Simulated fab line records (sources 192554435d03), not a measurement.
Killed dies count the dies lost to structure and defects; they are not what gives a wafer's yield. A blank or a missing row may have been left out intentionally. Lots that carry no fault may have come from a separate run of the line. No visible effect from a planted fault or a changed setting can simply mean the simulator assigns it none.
fab line records | flow n5_finfet
[record] lots = 7 wafers = 21
route steps=1938 shown BEOL_M13@1662 MIM_BOT@1833 PASS1_CAP@1874 PASSIVATION@1921
start_h: start of the lot's first displayed wafer, in hours after the record's first day | wait_h: hours since the lot's step before | " identical to the entry in the row above | L1.1+2: a single row standing in for several wafers | - no value, or no start given | * or withheld: withheld | < > ~ a bound
route shown NAME@n: NAME is a module with steps in the file, n the number in the route of the first one | usual: the fault-free wafers' mean and standard deviation | same: alike in all rows | chamber/n: place in a boat | sites: readings site by site | _std_site: how widely they spread, as a standard deviation | _edge_site: the outer-site mean with the inner-site mean subtracted | radius_mm: for every site, how far away it sits from the centre of the wafer | mask NAME#n: copy n | behind: the most recent tool/chamber to have shaped the wafer | hold: cause of the lot's hold/its duration in hours/its outcome | device: the transistor (n, p or np) that didn't switch | end of line: tests run on the same wafers once the route is complete | a step without rows: its recipe alone | killed: not the wafer's yield, but the dies lost to structure and defects at the first sort | map: shows each die of a wafer: x if killed, . if not, _ if none is there
set.NAME: the setting that was run; set.NAME@STEP: the one run at that earlier step | model.NAME: the simulator's own value behind a step, which no gauge read
lots with deliberately changed settings; one table per step, one row per wafer
[[steps]]
[step N5_BEOL_M13_COAT_04]
[recipe] spin_rpm = 1625 resist_thk_nm = 400
// columns lot.wafer tool chamber start_h wait_h set.spin_rpm model.coat_of_BEOL_M13_COAT_04.thk_nm
L076.1 litho_track-05 0 - - 1625 398.4
L076.3 " 0 " " 1727 387.2
L076.6 " 0 " " 1625 400
L077.1+6 litho_track-02 0 - - 1625 400.8
L077.2 " 0 " " 1625 400
L081.1 litho_track-02 0 - - 1625 399
L081.2 " 0 " " 1625 400
L081.3 " 0 " " 1625 399.8
L084.2 litho_track-01 0 - - 1567 408.8
L084.4 " 0 " " 1567 409.4
L084.6 " 0 " " 1625 401.2
L085.1 litho_track-01 0 - - 1455 423.8
L085.2 " 0 " " 1625 400
L085.5 " 0 " " 1455 424.2
L088.1 litho_track-01 0 - - 1625 399.8
L088.5+6 " 0 " " 1625 399.4
L094.1 litho_track-02 0 - - 1475 420
L094.3 " 0 " " 1475 419.4
L094.6 " 0 " " 1625 399.4
[step N5_BEOL_M13_EBR_06]
[recipe] solvent = PGMEA ebr_width_mm = 1.5
[step N5_BEOL_M13_SOFTBAKE_05]
[recipe] temp_c = 130 time_s = 60
[step N5_BEOL_M13_DESCUM_15]
[recipe] chemistry = O2 time_s = 7.9 source_power_w = 50 bias_power_w = 20 pressure_mtorr = 20 rf_frequency_hz = 2.712e+07 temp_c = 40 o2_flow_sccm = 225
[step N5_BEOL_M13_ETCH_59]
[recipe] chemistry = N2/H2 target = BARC target_depth_a = 890 overetch_a = 267 time_s = 67.9 ion_energy_ev = 200 pressure_mtorr = 30 source_w = 840 bias_w = 150 n2_flow_sccm = 200 h2_flow_sccm = 200
// columns lot.wafer tool chamber start_h wait_h set.spin_rpm@BEOL_M13_COAT_04 model.coat_of_BEOL_M13_COAT_04.thk_nm
L076.1 rie_diel-03 0 282.91 0.0 1625 315.6
L076.3 " 1 " " 1727 301.8
L076.6 " 1 " " 1625 314.4
L077.1 rie_diel-01 0 287.45 0.0 1625 318.8
L077.2 " 1 " " 1625 318.2
L077.6 " 1 " " 1625 318.6
L081.1 rie_diel-01 2 309.99 0.0 1625 315.8
L081.2 " 1 " " 1625 318.6
L081.3 " 0 " " 1625 318
L084.2 rie_diel-02 1 325.01 0.0 1567 329
L084.4 " 3 " " 1567 326
L084.6 " 1 " " 1625 321.2
L085.1 rie_diel-02 2 325.80 0.0 1455 340.2
L085.2 " 0 " " 1625 317.6
L085.5 " 2 " " 1455 341
L088.1 rie_diel-03 0 351.36 0.0 1625 317
L088.5 " 3 " " 1625 318
L088.6 " 0 " " 1625 316
L094.1 rie_diel-02 2 417.58 0.0 1475 332.8
L094.3 " 0 " " 1475 337.4
L094.6 " 3 " " 1625 315.6
[step N5_BEOL_M13_VIA_ETCH_16]
[recipe] chemistry = C4F8/O2/Ar target = SiOC pressure_mtorr = 30 source_w = 3000 bias_w = 700 Ar_flow_sccm = 400 C4F8_flow_sccm = 15 O2_flow_sccm = 8 he_inner_torr = 15 he_outer_torr = 30 target_depth_a = 9217 time_s = withheld ion_energy_ev = 250 ends = cleared
// columns lot.wafer tool chamber start_h wait_h set.spin_rpm@BEOL_M13_COAT_04 model.coat_of_BEOL_M13_COAT_04.thk_nm
L076.1 rie_diel-03 0 282.96 0.0 1625 73.2
L076.3 " 1 " " 1727 56.6
L076.6 " 1 " " 1625 65.8
L077.1 rie_diel-01 0 287.50 0.0 1625 70.6
L077.2 " 1 " " 1625 68.8
L077.6 " 1 " " 1625 68.6
L081.1 rie_diel-01 2 310.04 0.0 1625 72.2
L081.2 " 1 " " 1625 75.6
L081.3 " 0 " " 1625 75.2
L084.2 rie_diel-02 1 325.06 0.0 1567 85.8
L084.4 " 3 " " 1567 81
L084.6 " 1 " " 1625 72
L085.1 rie_diel-02 2 325.85 0.0 1455 90.4
L085.2 " 0 " " 1625 63.6
L085.5 " 2 " " 1455 84.4
L088.1 rie_diel-03 0 351.41 0.0 1625 72
L088.5 " 3 " " 1625 68.6
L088.6 " 0 " " 1625 69.6
L094.1 rie_diel-02 2 417.63 0.0 1475 89.4
L094.3 " 0 " " 1475 90.6
L094.6 " 3 " " 1625 69.2
[step N5_BEOL_M13_STRIP_63]
[recipe] chemistry = N2/H2 power_w = 1000 temp_c = 250 h2_frac = 0.65 overash_fraction = 0.3 pressure_mtorr = 1000 n2_flow_sccm = 1750 h2_flow_sccm = 3250
[usual] strip_time_to_endpoint_s = 27.6/1.2
// columns lot.wafer tool chamber start_h wait_h set.spin_rpm@BEOL_M13_COAT_04 strip_time_to_endpoint_s
L076.1 plasma_asher-02 1 283.19 - 1625 28.6
L076.3 " 0 " " 1727 23.7
L076.6 " 0 " " 1625 26.4
L077.1 plasma_asher-01 1 287.73 - 1625 27.9
L077.2 " 0 " " 1625 27.3
L077.6 " 0 " " 1625 27.3
L081.1 plasma_asher-01 1 310.27 - 1625 28.3
L081.2 " 0 " " 1625 29.3
L081.3 " 0 " " 1625 29.2
L084.2 plasma_asher-01 1 325.29 - 1567 32.2
L084.4 " 1 " " 1567 30.8
L084.6 " 0 " " 1625 28.3
L085.1 plasma_asher-02 1 326.09 - 1455 33.5
L085.2 " 0 " " 1625 25.8
L085.5 " 0 " " 1455 31.8
L088.1 plasma_asher-01 0 351.64 - 1625 28.2
L088.5 " 0 " " 1625 27.3
L088.6 " 1 " " 1625 27.5
L094.1 plasma_asher-02 0 417.87 - 1475 33.3
L094.3 " 0 " " 1475 33.6
L094.6 " 1 " " 1625 27.4
[step N5_BEOL_M13_DEP_53]
[recipe] material = SiCN target_thk_a = 500 temp_c = withheld precursor = 3MS/NH3 pressure_torr = 3 rf_w = 675 time_s = 17.8
// columns lot.wafer tool chamber start_h wait_h set.time_s model.SiCN_of_BEOL_M13_DEP_53.thk_nm
L076.1 pecvd-01 0 289.44 0.0 17.8 49.4
L076.3 " 2 " " 15.8 43.2
L076.6 " 1 " " 15.8 44.4
L077.1 pecvd-04 0 295.43 0.0 17.8 49.4
L077.2 " 1 " " 17.8 49.8
L077.6 " 2 " " 16.15 46.2
L081.1 pecvd-02 1 312.98 0.0 17.8 50.2
L081.2 " 2 " " 17.8 50
L081.3 " 0 " " 17.8 49.6
L084.2 pecvd-02 0 328.57 0.0 15.72 44.4
L084.4 " 2 " " 17.8 50.4
L084.6 " 0 " " 17.8 51.4
L085.1+2 pecvd-01 1,0 330.94 0.0 18.75 51.2
L085.5 " 0 " " 18.75 52.2
L088.1 pecvd-01 1 359.63 0.0 18.92 51.6
L088.5 " 2 " " 18.92 53
L088.6 " 0 " " 17.8 50
L094.1 pecvd-02 1 424.52 0.0 17.8 49
L094.3 " 2 " " 17.09 47.8
L094.6 " 2 " " 17.8 50
[step N5_MIM_BOT_SPUTTER_00]
[recipe] material = TiN target_thk_a = 350 temp_c = 200 power_w = 3000 chamber_pressure_pa = 0.49996 gas = Ar reactive_partial_pa = 0.37997 time_s = 89.7
// columns lot.wafer tool chamber start_h wait_h set.time_s model.TiN_of_MIM_BOT_SPUTTER_00.thk_nm
L076.1+6 pvd_sputter-02 - 303.47 0.0 95.5 37.4
L076.3 " - " " 89.7 35
L077.1 pvd_sputter-01 - 308.45 0.0 89.7 35.4
L077.2 " - " " 89.7 35.2
L077.6 " - " " 85.51 34
L081.1 pvd_sputter-03 - 333.50 0.0 89.7 34.8
L081.2 " - " " 89.7 34.6
L081.3 " - " " 89.7 35.2
L084.2 pvd_sputter-01 - 347.32 0.0 81.03 31.4
L084.4 " - " " 81.03 31
L084.6 " - " " 89.7 34.8
L085.1 pvd_sputter-02 - 349.03 0.0 89.7 34.2
L085.2 " - " " 99.01 38.2
L085.5 " - " " 89.7 34.4
L088.1 pvd_sputter-01 - 373.05 0.0 89.7 35.4
L088.5+6 " - " " 89.7 35.2
L094.1+6 pvd_sputter-01 - 436.51 0.0 89.7 36
L094.3 " - " " 80.19 32
[step N5_PASSIVATION_PECVD_01]
[recipe] material = SiNx target_thk_a = 2000 temp_c = 400 precursor = SiH4/NH3/N2 pressure_torr = 4.9 rf_w = 1406 time_s = 43.2
// columns lot.wafer tool chamber start_h wait_h set.time_s model.SiNx_of_PASSIVATION_PECVD_01.thk_nm
L076.1 pecvd-04 2 309.37 0.0 43.2 200.6
L076.3 " 1 " " 43.2 202.2
L076.6 " 2 " " 49.01 229.2
L077.1 pecvd-04 2 315.77 0.0 45.16 207.6
L077.2 " 1 " " 43.2 196.4
L077.6 " 0 " " 45.16 209.2
L081.1 pecvd-04 1 337.83 0.0 43.2 197.8
L081.2 " 0 " " 43.2 199
L081.3 " 2 " " 43.2 201.2
L084.2 pecvd-04 0 351.24 0.0 43.2 198
L084.4 " 0 " " 46.92 219.2
L084.6 " 1 " " 46.92 218.4
L085.1 pecvd-03 1 351.82 0.0 48.21 219.8
L085.2 " 0 " " 43.2 196.2
L085.5 " 2 " " 43.2 201.4
L088.1 pecvd-03 1 376.78 0.0 46.23 213.8
L088.5 " 1 " " 43.2 199.8
L088.6 " 2 " " 43.2 200.4
L094.1 pecvd-03 1 439.80 0.0 38.74 178.2
L094.3 " 2 " " 43.2 200
L094.6 " 0 " " 38.74 178.8
[step N5_PASSIVATION_EXPOSE_41]
[recipe] mask_id = PASS_OPEN na = 0.55 defocus_nm = 0 source_shape = conventional sigma_outer = 0.8 polarization = unpolarized target_cd_nm = 40000 dose_mj = 57.25
// columns lot.wafer tool chamber start_h wait_h mask set.dose_mj
L076.1+3+6 krf_scanner-01 0 315.89 - PASS_OPEN#0 57.25
L077.1+2+6 krf_scanner-01 0 322.19 - PASS_OPEN#0 57.25
L081.1+2+3 krf_scanner-02 0 345.85 - PASS_OPEN#0 57.25
L084.2 krf_scanner-02 0 359.17 - PASS_OPEN#0 57.25
L084.4+6 " 0 " " PASS_OPEN#0 60.32
L085.1 krf_scanner-01 0 359.61 - PASS_OPEN#0 57.25
L085.2+5 " 0 " " PASS_OPEN#0 60.5
L088.1+5 krf_scanner-02 0 381.08 - PASS_OPEN#0 59.41
L088.6 " 0 " " PASS_OPEN#0 57.25
L094.1+6 krf_scanner-02 0 445.50 - PASS_OPEN#0 59.61
L094.3 " 0 " " PASS_OPEN#0 57.25
[step N5_PASSIVATION_PEB_42]
[recipe] peb_temp_c = withheld peb_time_s = *
[step N5_PASSIVATION_DEVELOP_43]
[recipe] develop_time_s = 60 rinse_liquid = diw dry = air_spin dev_temp_c = 21
[step N5_PASSIVATION_HARDBAKE_45]
[recipe] temp_c = 130 time_s = 120
[step N5_PASSIVATION_CD_MEAS_44]
[recipe] target_cd_nm = 40000 landing_energy_ev = 500 detector = se_inlens
[usual] cd_nm = 39999/3.7
// columns lot.wafer tool chamber start_h wait_h set.dose_mj@PASSIVATION_EXPOSE_41 cd_nm
L076.1 cd_sem-03 0 316.07 - 57.25 40000
L076.3 " 0 " " 57.25 39998
L076.6 " 0 " " 57.25 39997
L077.1 cd_sem-03 0 322.37 - 57.25 39998
L077.2 " 0 " " 57.25 39993
L077.6 " 0 " " 57.25 40000
L081.1 cd_sem-03 0 346.03 - 57.25 39999
L081.2 " 0 " " 57.25 40002
L081.3 " 0 " " 57.25 40006
L084.2 cd_sem-01 0 359.35 - 57.25 40000
L084.4 " 0 " " 60.32 40015
L084.6 " 0 " " 60.32 40018
L085.1 cd_sem-01 0 359.79 - 57.25 39998
L085.2 " 0 " " 60.5 40022
L085.5 " 0 " " 60.5 40024
L088.1 cd_sem-01 0 381.25 - 59.41 40015
L088.5 " 0 " " 59.41 40009
L088.6 " 0 " " 57.25 40003
L094.1 cd_sem-03 0 445.68 - 59.61 40018
L094.3 " 0 " " 57.25 39997
L094.6 " 0 " " 59.61 40017
[step N5_PASSIVATION_ETCH_54]
[recipe] chemistry = CHF3/O2 target = SiO2 target_depth_a = 8800 CHF3_flow_sccm = 50 O2_flow_sccm = 5 Ar_flow_sccm = 200 time_s = 440 mask_material = PR pressure_mtorr = 30 source_w = 650 bias_w = 170 ion_energy_ev = 200
// columns lot.wafer tool chamber start_h wait_h set.source_w model.PASSIVATION.feature_depth_nm model.etch.depth_nm
L076.1 rie_diel-06 2 318.12 0.1 650 880.2 880.2
L076.3 " 1 " " 650 883.4 883.4
L076.6 " 3 " " 553.2 834.6 834.7
L077.1 rie_diel-06 1 322.72 0.1 650 893 892.9
L077.2 " 2 " " 650 879 879
L077.6 " 3 " " 650 895 894.9
L081.1 rie_diel-06 3 346.38 0.1 650 885.8 885.8
L081.2 " 2 " " 650 881 881
L081.3 " 0 " " 650 893 892.9
L084.2 rie_diel-04 3 359.69 0.1 650 887 887.1
L084.4 " 0 " " 599 867.8 867.7
L084.6 " 2 " " 650 878.4 878.4
L085.1 rie_diel-06 3 360.14 0.1 722 931 931.1
L085.2 " 0 " " 722 932.6 932.5
L085.5 " 3 " " 650 892.2 892.2
L088.1 rie_diel-04 2 381.61 0.1 538.2 819 819
L088.5 " 3 " " 538.2 830.6 830.7
L088.6 " 0 " " 650 894.8 894.7
L094.1 rie_diel-05 3 446.03 0.1 650 858.2 858.2
L094.3 " 1 " " 580.8 824.8 824.9
L094.6 " 1 " " 580.8 827 827.1
[[key]]
[split] step = N5_BEOL_M13_COAT_04 setting = spin_rpm stated = 1625 by = wafer
[response] step = N5_BEOL_M13_COAT_04 reading = model.coat_of_BEOL_M13_COAT_04.thk_nm change = -2.2 per = 1% r = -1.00
[response] step = N5_BEOL_M13_ETCH_59 reading = model.coat_of_BEOL_M13_COAT_04.thk_nm change = -2.13 per = 1% r = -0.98
[response] step = N5_BEOL_M13_VIA_ETCH_16 reading = model.coat_of_BEOL_M13_COAT_04.thk_nm change = -2.28 per = 1% r = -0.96
[response] step = N5_BEOL_M13_STRIP_63 reading = strip_time_to_endpoint_s change = * per = 1% r = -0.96
[split] step = N5_BEOL_M13_DEP_53 setting = time_s stated = 17.8 by = wafer
[response] step = N5_BEOL_M13_DEP_53 reading = model.SiCN_of_BEOL_M13_DEP_53.thk_nm change = +0.474 per = 1% r = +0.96
[split] step = N5_MIM_BOT_SPUTTER_00 setting = time_s stated = 89.7 by = wafer
[response] step = N5_MIM_BOT_SPUTTER_00 reading = model.TiN_of_MIM_BOT_SPUTTER_00.thk_nm change = +0.369 per = 1% r = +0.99
[split] step = N5_PASSIVATION_PECVD_01 setting = time_s stated = 43.2 by = wafer
[response] step = N5_PASSIVATION_PECVD_01 reading = model.SiNx_of_PASSIVATION_PECVD_01.thk_nm change = +2.07 per = 1% r = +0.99
[split] step = N5_PASSIVATION_EXPOSE_41 setting = dose_mj stated = 57.25 by = wafer
[response] step = N5_PASSIVATION_CD_MEAS_44 reading = cd_nm change = +3.78 per = 1% r = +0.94
[split] step = N5_PASSIVATION_ETCH_54 setting = source_w stated = 650 by = wafer
[response] step = N5_PASSIVATION_ETCH_54 reading = model.PASSIVATION.feature_depth_nm change = +3.44 per = 1% r = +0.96
[response] step = N5_PASSIVATION_ETCH_54 reading = model.etch.depth_nm change = +3.44 per = 1% r = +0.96
